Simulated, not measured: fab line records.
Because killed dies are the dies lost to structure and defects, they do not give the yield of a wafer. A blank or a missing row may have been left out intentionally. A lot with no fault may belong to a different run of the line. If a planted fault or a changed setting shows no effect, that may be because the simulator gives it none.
Matching of chambers / flow nand harc / 4 sister chambers for NHARC_P_ZERO_WELL_DESCUM_54 on rie diel-07
The step chemistry O2, time 3 s. 8 wafers are shown with their chamber, then 8 later ones without.

## WAFERS PAIRED WITH THEIR CHAMBERS
wafer=L075.1; chamber=1; oes product au (a.u.)=0.996; rf vpp V (V)=58.7
wafer=L086.5; chamber=1; oes product au (a.u.)=0.998; rf vpp V (V)=58.4
wafer=L087.3; chamber=3; oes product au (a.u.)=0.991; rf vpp V (V)=57.9
wafer=L089.6; chamber=2; oes product au (a.u.)=1.003; rf vpp V (V)=57.4
wafer=L091.1; chamber=2; oes product au (a.u.)=1.010; rf vpp V (V)=57.1
wafer=L091.3; chamber=0; oes product au (a.u.)=0.990; rf vpp V (V)=57.4
wafer=L091.4; chamber=3; oes product au (a.u.)=0.988; rf vpp V (V)=57.8
wafer=L094.3; chamber=0; oes product au (a.u.)=1.007; rf vpp V (V)=57.3

## WAFERS WITHOUT THEIR CHAMBER
wafer=L094.4; oes product au (a.u.)=1.013; rf vpp V (V)=59.7
wafer=L094.5; oes product au (a.u.)=1.004; rf vpp V (V)=58.3
wafer=L095.1; oes product au (a.u.)=1.008; rf vpp V (V)=58.5
wafer=L095.2; oes product au (a.u.)=1.013; rf vpp V (V)=58.1
wafer=L095.4; oes product au (a.u.)=1.002; rf vpp V (V)=58.1
wafer=L097.1; oes product au (a.u.)=1.003; rf vpp V (V)=57.5
wafer=L097.5; oes product au (a.u.)=0.998; rf vpp V (V)=56.3
wafer=L097.6; oes product au (a.u.)=0.997; rf vpp V (V)=57.2

## WHICH CHAMBER EACH ONE RAN IN
wafer=L094.4; from the rows above=1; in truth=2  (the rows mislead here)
wafer=L094.5; from the rows above=can't be placed: 1 or 3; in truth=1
wafer=L095.1; from the rows above=1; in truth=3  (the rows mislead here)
wafer=L095.2; from the rows above=can't be placed: 1 or 3 or 0 or 2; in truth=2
wafer=L095.4; from the rows above=can't be placed: 3 or 1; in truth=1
wafer=L097.1; from the rows above=can't be placed: 0 or 2 or 3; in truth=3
wafer=L097.5; from the rows above=can't be placed: 2 or 0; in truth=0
wafer=L097.6; from the rows above=can't be placed: 0 or 2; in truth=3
Placed correctly: 0 of 8. Can't be placed from these rows: 6 (the true chamber is among the candidates in 5). Number placed wrongly: 2.
How it was worked out, from the rows above alone: a wafer's distance from a chamber is the root of the sum, over the readings, of the square of ((its reading less the chamber's mean) divided by the reading's scatter). The wafer belongs to the nearest chamber; if the next one is less than 2 further off, it can't be placed. The mean given for a chamber averages the wafers shown for that chamber. The scatter is the square root of a quotient: the sum, over the shown wafers, of each reading's squared deviation from its chamber's mean, divided by wafers minus chambers.
